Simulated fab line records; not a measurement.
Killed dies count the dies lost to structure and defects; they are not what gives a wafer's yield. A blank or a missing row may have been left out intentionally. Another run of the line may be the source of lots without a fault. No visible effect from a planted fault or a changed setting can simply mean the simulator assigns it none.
A lot that was struck, set against a sound lot :: flow nand_harc :: 42 out of 1302 route steps
Sound: wafers L771.1, L771.3, L771.4. Struck: wafer L774.5 (left out: L774.2, L774.4 of the same lot, which were not struck); the cause appears at the end.
Per side, at each step with rows, come the tool, then ch with its chambers, and then its first start. Under that, the readings that differ: sound wafers :: struck wafers :: difference of the means :: sigmas: that difference in standard deviations of wafers without a fault.
alike: readings whose means differ by less than 2 such deviations, and words and numbers that are the same on both sides. not compared: withheld readings, readings that some wafer has no value for, bounds like >300 that may hide the same value, and numbers for which the record gives no deviation and whose values overlap.
Wherever a step has rows on one side only, a row that says differs or no value, or a row with sigmas, the two part there. When numbers do not overlap yet have no deviation, they are printed without sigmas and do not part them. A reading that every wafer of one side lacks parts them only if that side has two wafers or more.

NHARC_A_M1_PVD_20: deposits TaN, target thk 5 nm, time 8.06 s.
  sound on pvd_sputter-02; struck on pvd_sputter-03
  alike: throttle_valve_pct
then, 3 steps without rows for these wafers: NHARC_A_M1_PVD_21 (deposits Cu, target thk 30 nm, time 20.49 s); NHARC_A_M1_ECD_22 (material Cu, target thk 400 nm); NHARC_A_M1_ANNEAL_31 (time 90 s).
NHARC_A_M1_CMP_23: polishes, t overpolish 20 s, target thk 154.34 nm.
  sound on cmp-04 ch 0,1,2, day 27 08:20; struck on cmp-01 ch 2, day 27 15:20
  alike: motor_current_A, retaining_ring_pressure_frac, time_to_endpoint_s
NHARC_A_M1_THK_MEAS_24: measures by xrf.
  sound: film_metro-01 at day 27 08:39; struck: film_metro-02 at day 27 15:37
  alike: thk_nm
following that, these wafers have no rows for 1 step: NHARC_A_M1_SRD_25.
NHARC_A_M1_INSPECT_27:
  sound: defect_inspect-02 at day 27 08:49; struck: defect_inspect-01 at day 27 15:47
  alike: raw_defect_count
then, 2 steps without rows for these wafers: NHARC_A_M1_PRE_CLEAN_32 (time 12 s); NHARC_A_M1_DEP_33 (deposits SiCN, target thk 30 nm).
NHARC_A_BONDPAD_DEP_00: deposits SiCN, target thk 250 nm.
  sound on pecvd-01 ch 0,1,2, day 27 09:33; struck on pecvd-03 ch 1
  alike: heater_power_w, rf_fwd_power_W
NHARC_A_BONDPAD_CMP_29: polishes SiCN, target thk 200 nm.
  sound on cmp-02 ch 0,1,2, day 27 09:55; struck on cmp-04 ch 2, day 27 17:08
  alike: motor_current_A, retaining_ring_pressure_frac
NHARC_A_BONDPAD_THK_MEAS_30: measures by ellipsometry.
  sound: film_metro-01 at day 27 10:10; struck: film_metro-02 at day 27 17:23
  alike: thk_nm
then, 10 steps without rows for these wafers: NHARC_A_BONDPAD_SRD_31; NHARC_A_BONDPAD_DEHYDRATE_01 (time 120 s); NHARC_A_BONDPAD_HMDS_02 (time 30 s); NHARC_A_BONDPAD_COAT_33 (time 65 s); NHARC_A_BONDPAD_COAT_03 (resist thk 600 nm); NHARC_A_BONDPAD_SOFTBAKE_04 (time 70 s); NHARC_A_BONDPAD_EBR_05; NHARC_A_BONDPAD_EXPOSE_06 (exposes mask A BPAD); NHARC_A_BONDPAD_PEB_07 (peb time 80 s); NHARC_A_BONDPAD_DEVELOP_08 (time 50 s).
NHARC_A_BONDPAD_CD_MEAS_09: the cd target is 500 nm.
  sound on cd_sem-02 ch 0, day 27 10:44; struck on cd_sem-03 ch 0, day 27 17:58
reading: cd_nm (nm)
sound: 501.8 502.3 503.9
struck: 499.7
difference: -3.0
sigmas: -2
NHARC_A_BONDPAD_OVL_MEAS_35:
  sound: overlay-02 at day 27 10:49; struck: overlay-02 at day 27 18:03
reading: overlay_y_nm (nm)
sound: 2 2 2
struck: 13
difference: +11
sigmas: +2
  alike: overlay_x_nm
then, 4 steps without rows for these wafers: NHARC_A_BONDPAD_HARDBAKE_10 (time 65 s); NHARC_A_BONDPAD_DESCUM_11 (chemistry O2, time 3 s); NHARC_A_BONDPAD_ETCH_34 (etches the open film in N2/H2, target depth 60 nm, overetch 18 nm, time 65.91 s); NHARC_A_BONDPAD_ETCH_12 (etches the open film in CHF3/O2, target depth 220 nm, time 110 s).
NHARC_A_BONDPAD_CD_MEAS_13:
  sound: cd_sem-03 at day 27 11:16; struck: cd_sem-02 at day 27 18:29
reading: cd_nm (nm)
sound: 500.6 502.8 503.4
struck: 499.1
difference: -3.2
sigmas: -2
then, 1 step without rows for these wafers: NHARC_A_BONDPAD_STRIP_15 (strips in O2).
NHARC_A_BONDPAD_ETCH_24: etches the open film in CF4/N2, target depth 30 nm, time 72.99 s.
  sound: rie_diel-09 ch 0,1,3; struck: rie_diel-06 ch 3
  alike: bias_w, drypump_motor_current_A, oes_product_au, rf_fwd_power_W, rf_vpp_V, showerhead_plenum_p_Torr, throttle_valve_pct
  not compared: rf_hours_counter_h
then, 2 steps without rows for these wafers: NHARC_A_BONDPAD_STRIP_16 (strips in post etch residue remover, time 600 s); NHARC_A_BONDPAD_DEGAS_25 (time 60 s).
NHARC_A_BONDPAD_PRE_CLEAN_26: time 30 s.
  sound on pvd_sputter-02; struck on pvd_sputter-02
  alike: heater_power_w
then, 5 steps without rows for these wafers: NHARC_A_BONDPAD_PVD_17 (deposits TaN, target thk 5 nm, time 8.06 s); NHARC_A_BONDPAD_PVD_27 (deposits Cu, target thk 30 nm, time 20.49 s); NHARC_A_BONDPAD_ECD_18 (material Cu, target thk 400 nm); NHARC_A_BONDPAD_ANNEAL_28 (time 90 s); NHARC_A_BONDPAD_CMP_19 (polishes, t overpolish 30 s, cu recess touch 16 s, target thk 169.82 nm).
NHARC_A_BONDPAD_THK_MEAS_20: measures by xrf.
  sound: film_metro-01 at day 27 13:17; struck: film_metro-01 at day 27 20:31
  alike: thk_nm
NHARC_END_SORT_01:
  sound on prober-02 ch 0, day 28 15:35; struck on prober-02 ch 0, day 29 08:14
reading: defect_limited_yield (%)
sound: 97 94 97
struck: 57
difference: -39
sigmas: -13

reading: killed_at_array
sound: 15 32 15
struck: 288
difference: +267
sigmas: +13

reading: killed_dies
sound: 22 38 21
struck: 291
difference: +264
sigmas: +13

reading: killed_short
sound: 2 1 1
struck: 5
difference: +4
sigmas: +2

reading: sort_bin_2_pct (%)
sound: 1.0 1.9 1.0
struck: 14.0
difference: +12.7
sigmas: +10

reading: sort_bin_3_pct (%)
sound: 0.6 0.1 0.4
struck: 3.0
difference: +2.6
sigmas: +7

reading: sort_bin_4_pct (%)
sound: 1.6 3.5 1.6
struck: 26.0
difference: +23.8
sigmas: +13

reading: sort_n_pass
sound: 655 639 656
struck: 386
difference: -264
sigmas: -13

reading: sort_rim_yield_pct (%)
sound: 95 87 94
struck: 50
difference: -42
sigmas: -8

reading: sort_yield_pct (%)
sound: 97 94 97
struck: 57
difference: -39
sigmas: -13
  alike: killed_at_other, killed_at_periphery, killed_open

WHERE THEY PART
First at NHARC_A_BONDPAD_CD_MEAS_09; last, within this record, at NHARC_END_SORT_01.

WHY: what had been put in by the simulator
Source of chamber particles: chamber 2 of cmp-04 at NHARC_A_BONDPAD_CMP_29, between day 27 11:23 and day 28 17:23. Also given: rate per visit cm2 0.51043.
